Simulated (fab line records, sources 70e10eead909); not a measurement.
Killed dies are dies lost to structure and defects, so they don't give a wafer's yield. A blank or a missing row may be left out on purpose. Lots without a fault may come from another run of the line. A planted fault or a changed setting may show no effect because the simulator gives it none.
fab line records | flow nand_harc
record lots=6 wafers=18 last_day=33
route steps=1302 shown A_WL_FILL@982 A_CONTACT@983 END@1302
lots that met no fault: from a run of the same line without faults
start_h: hours from the record's first day to the start of the lot's first wafer shown | wait_h: hours since the lot's step before | " the same as in the row above | L1.1+2: a row that stands for several wafers | - no value, or no start given | * or withheld: withheld | < > ~ a bound
route shown NAME@n: a module of which the file shows steps, and the number in the route of the first | usual: mean/standard deviation of fault-free wafers | same: alike in all rows | chamber/n: place in a boat | sites: the reading at each site | _std_site: their standard deviation | _edge_site: outer sites' mean less inner sites' | radius_mm: how far each site lies from the wafer's centre | mask NAME#n: copy n | behind: the tool/chamber that last shaped the wafer | hold: why the lot was held/for how many hours/how that ended | device: the transistor (n, p or np) that didn't switch | end of line: the same wafers' tests at the end of the route | a step without rows: its recipe alone | killed: dies lost to structure and defects at the first sort, not the wafer's yield | map: a wafer's dies, x killed, . not, _ none there
set.NAME: the setting as run; set.NAME@STEP: as run at that earlier step | model.NAME: the simulator's own value behind a step, which no gauge read
lots at some steps of the route; a table a step, a row a wafer
services: from which hour (start_h, from the record's first day; less than 0 if before it) a tool's chamber was out of use, for how many hours, and why
## steps
# step NHARC_A_WL_FILL_INSPECT_15
# usual raw_defect_count=465/110
# columns lot.wafer tool chamber start_h wait_h raw_defect_count
L169.2 defect_inspect-02 - 498.53 0.0 360
L169.3 " - " " 479
L169.5 " - " " 450
L172.1 defect_inspect-01 - 522.20 0.0 578
L172.3 " - " " 527
L172.5 " - " " 689
L177.3 defect_inspect-02 - 539.70 0.0 487
L177.4 " - " " 522
L177.6 " - " " 388
L187.1 defect_inspect-02 - 680.40 0.0 431
L187.2 " - " " 387
L187.3 " - " " 400
L191.1 defect_inspect-01 - 695.98 0.0 798
L191.5 " - " " 520
L191.6 " - " " 459
L192.3 defect_inspect-02 - 707.83 0.0 351
L192.4 " - " " 509
L192.6 " - " " 530
# step NHARC_A_CONTACT_DEP_24
# recipe target_thk_a=5000 temp_c=400 pressure_torr=6.5 rf_w=900 teos_flow_sccm=161.4 flow_sccm=2650 target_thk_nm=500 gas=O2 material=SiO2
# usual heater_power_w=547/70 throttle_valve_pct=15.9/0.56
# columns lot.wafer tool chamber start_h wait_h heater_power_w since_wet_clean_h throttle_valve_pct
L169.3 pecvd-02 0 498.79 0.3 676 78 16.2
L169.2 " 1 " " 519 78 16.2
L169.5 " 1 " " 559 - 16.0
L172.3 pecvd-01 2 522.27 0.1 603 17 15.5
L172.1 " 1 " " 486 17 15.6
L172.5 " 0 " " 616 - 15.8
L177.3 pecvd-04 1 539.77 0.1 553 77 15.1
L177.6 " 1 " " 575 - 15.3
L177.4 " 0 " " 574 - 16.8
L187.2 pecvd-04 2 680.46 0.1 416 37 16.3
L187.1 " 0 " " 568 37 16.6
L187.3 " 1 " " 525 37 15.4
L191.1 pecvd-04 1 696.11 0.1 545 52 15.2
L191.6 " 1 " " 553 - 15.3
L191.5 " 2 " " 470 - 16.0
L192.3 pecvd-01 2 708.02 0.2 557 22 15.4
L192.4 " 0 " " 784 - 16.2
L192.6 " 1 " " 530 - 16.2
# step NHARC_A_CONTACT_DEP_28
# recipe target_thk_a=70000 temp_c=400 material=aC
# usual throttle_valve_pct=35.000/0.011
# columns lot.wafer tool chamber start_h wait_h throttle_valve_pct
L169.2 acl_dep-01 0 501.92 2.6 34.987
L169.3 " 0 " " 34.993
L169.5 " 0 504.01 4.7 35.010
L172.1 acl_dep-03 0 523.33 0.5 35.005
L172.3 " 0 524.74 1.9 34.980
L172.5 " 0 526.16 3.3 35.004
L177.3 acl_dep-02 0 544.25 3.9 34.998
L177.4 " 0 " " 35.018
L177.6 " 0 546.38 6.1 35.024
L187.1 acl_dep-03 0 681.07 0.1 35.008
L187.2 " 0 " " 34.994
L187.3 " 0 " " 34.995
L191.1 acl_dep-02 0 697.17 0.6 35.002
L191.5 " 0 700.01 3.4 34.990
L191.6 " 0 " " 35.005
L192.3 acl_dep-03 0 712.27 3.8 34.991
L192.4 " 0 " " 35.006
L192.6 " 0 714.40 6.0 34.996
# step NHARC_A_CONTACT_DEP_29
# recipe target_thk_a=1000 target_thk_nm=100 temp_c=400 pressure_torr=3.5 flow_sccm=200 rf_w=350 material=SiON
# usual heater_power_w=738/66
# columns lot.wafer tool chamber start_h wait_h heater_power_w since_wet_clean_h
L169.3 pecvd-01 0 505.45 2.1 855 0
L169.2 " 1 " " 619 0
L169.5 " 2 " " 678 -
L172.3 pecvd-01 2 527.60 2.1 752 22
L172.1 " 0 " " 833 22
L172.5 " 0 " " 813 -
L177.3 pecvd-02 1 547.17 2.2 776 126
L177.6 " 2 " " 757 -
L177.4 " 1 " " 788 -
L187.1 pecvd-04 0 685.48 3.7 770 41
L187.3 " 1 " " 730 42
L187.2 " 2 " " 670 42
L191.1 pecvd-04 1 701.46 3.6 738 57
L191.5 " 1 " " 753 -
L191.6 " 2 " " 637 -
L192.3 pecvd-04 0 715.14 2.2 720 71
L192.6 " 1 " " 730 -
L192.4 " 2 " " 656 -
# step NHARC_A_CONTACT_DEHYDRATE_32
# recipe temp_c=150 time_s=120
# step NHARC_A_CONTACT_HMDS_33
# recipe time_s=30
# step NHARC_A_CONTACT_COAT_34
# recipe temp_c=260 time_s=75
# step NHARC_A_CONTACT_COAT_35
# recipe temp_c=225 time_s=65
# step NHARC_A_CONTACT_COAT_36
# recipe spin_rpm=1500 resist_thk_nm=90
# step NHARC_A_CONTACT_SOFTBAKE_37
# recipe temp_c=105 time_s=55
# usual heater_power_total_W=188.47/0.13 plate_temp_C=105.01/0.13
# columns lot.wafer tool chamber start_h wait_h heater_power_total_W plate_temp_C
L169.2 litho_track-06 0 505 - 188.40 104.78
L169.3 " 0 " " 188.34 104.77
L169.5 " 0 " " 188.41 104.86
L172.1 litho_track-01 0 527 - 188.29 104.91
L172.3 " 0 " " 188.28 104.93
L172.5 " 0 " " 188.32 104.94
L177.3 litho_track-04 0 547 - 188.40 105.18
L177.4 " 0 " " 188.75 105.02
L177.6 " 0 " " 188.47 105.02
L187.1 litho_track-06 0 685 - 199.56 -
L187.2 " 0 " " 199.79 -
L187.3 " 0 " " 199.72 -
L191.1 litho_track-06 0 701 - 199.45 -
L191.5 " 0 " " 199.46 -
L191.6 " 0 " " 199.51 -
L192.3 litho_track-01 0 715 - 188.43 105.09
L192.4 " 0 " " 188.35 104.86
L192.6 " 0 " " 188.43 104.85
# step NHARC_A_CONTACT_EBR_38
# step NHARC_END_SORT_01
# recipe temp_c=25
# usual killed_at_array=61/24 killed_at_other=1.2/1.3 killed_at_periphery=3.7/2.6 killed_dies=66/23 killed_open=3.3/1.8 killed_short=2.4/1.6
# same gross_dies=677
# columns lot.wafer tool chamber start_h wait_h killed_at_array killed_at_other killed_at_periphery killed_dies killed_open killed_short
L177.3 prober-01 0 623.65 3.1 112 0 0 112 1 2
L177.4 prober-01 0 624.45 3.4 98 1 3 102 2 1
L177.6 prober-01 0 626.04 4.0 105 1 4 110 7 2
# killed by level:class
L177.3 A_CHANNEL_HOLE_D1:chamber_film_flake=34 A_SLIT:chamber_film_flake=34 A_CHANNEL_HOLE_D2:chamber_film_flake=33 A_STAIRCASE:chamber_film_flake=4 A_CONTACT:chamber_film_flake=4 A_CHANNEL_FILL_D1:geometric_particle:short=1 A_CHANNEL_FILL_D2:geometric_particle:short=1 A_WL_FILL:geometric_particle:open=1
L177.4 A_CHANNEL_HOLE_D2:chamber_film_flake=32 A_CHANNEL_HOLE_D1:chamber_film_flake=29 A_SLIT:chamber_film_flake=25 A_CONTACT:chamber_film_flake=4 P_BONDPAD:chamber_film_flake=2 A_STAIRCASE:chamber_film_flake=2 A_WL_FILL:chamber_film_flake=2 A_ONON_D1:geometric_particle:open=1
L177.6 A_SLIT:chamber_film_flake=32 A_CHANNEL_HOLE_D2:chamber_film_flake=30 A_CHANNEL_HOLE_D1:chamber_film_flake=28 A_WL_FILL:chamber_film_flake=4 A_CONTACT:chamber_film_flake=2 P_CONTACT:geometric_particle:open=1 P_M1:geometric_particle:open=1 A_CHANNEL_FILL_D1:geometric_particle:open=1
## services
# columns tool chamber start_h hours kind
acl_dep-03 - 481.21 13.0 pm
pecvd-01 - 492.21 13.0 pm
litho_track-01 - 505.00 7.0 pm
litho_track-06 - 529.00 7.0 pm
acl_dep-03 - 537.45 4.0 repair
acl_dep-01 - 549.69 13.0 pm
litho_track-04 - 553.00 7.0 pm
pecvd-04 2 583.04 2.5 repair
pecvd-02 - 589.14 13.0 pm
pecvd-01 1 597.04 12.9 repair
acl_dep-02 - 610.46 13.0 pm
pecvd-01 - 619.95 1.2 repair
pecvd-04 - 631.01 13.0 pm
pecvd-04 0 631.01 13.0 vent_cycle
pecvd-04 1 631.01 13.0 vent_cycle
pecvd-04 2 631.01 13.0 vent_cycle
pecvd-04 0 644.01 - clean
pecvd-04 1 644.01 - clean
pecvd-04 2 644.01 - clean
pecvd-01 0 645.03 6.8 repair
acl_dep-03 - 662.92 13.0 pm
pecvd-01 - 673.21 13.0 pm
litho_track-01 - 680.00 7.0 pm
litho_track-06 - 704.00 7.0 pm
## key
first_sign step=NHARC_A_CONTACT_SOFTBAKE_37 reading=heater_power_total_W direction=up sigmas=83 usual=* struck=*
effect none on later readings
met_at NHARC_A_CONTACT_SOFTBAKE_37
struck_wafers L187.1,L187.2,L187.3,L191.1,L191.5,L191.6
tester_left_out L187,L191
onset_between 505 685
fault kind=process_parameter_drift tool=litho_track-06 chamber=- onset_h=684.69 steps=NHARC_A_CONTACT_SOFTBAKE_37 channel=time_s offset=* shape=step end_h=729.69 acts_in=* stated=*
# tester_left_out: of these lots the tester's yield and bins aren't shown, on N5 and GAA mostly nor the transistor test; their killed dies are dies lost to structure and defects alone, not to doping, threshold or leakage, so they don't give the yield
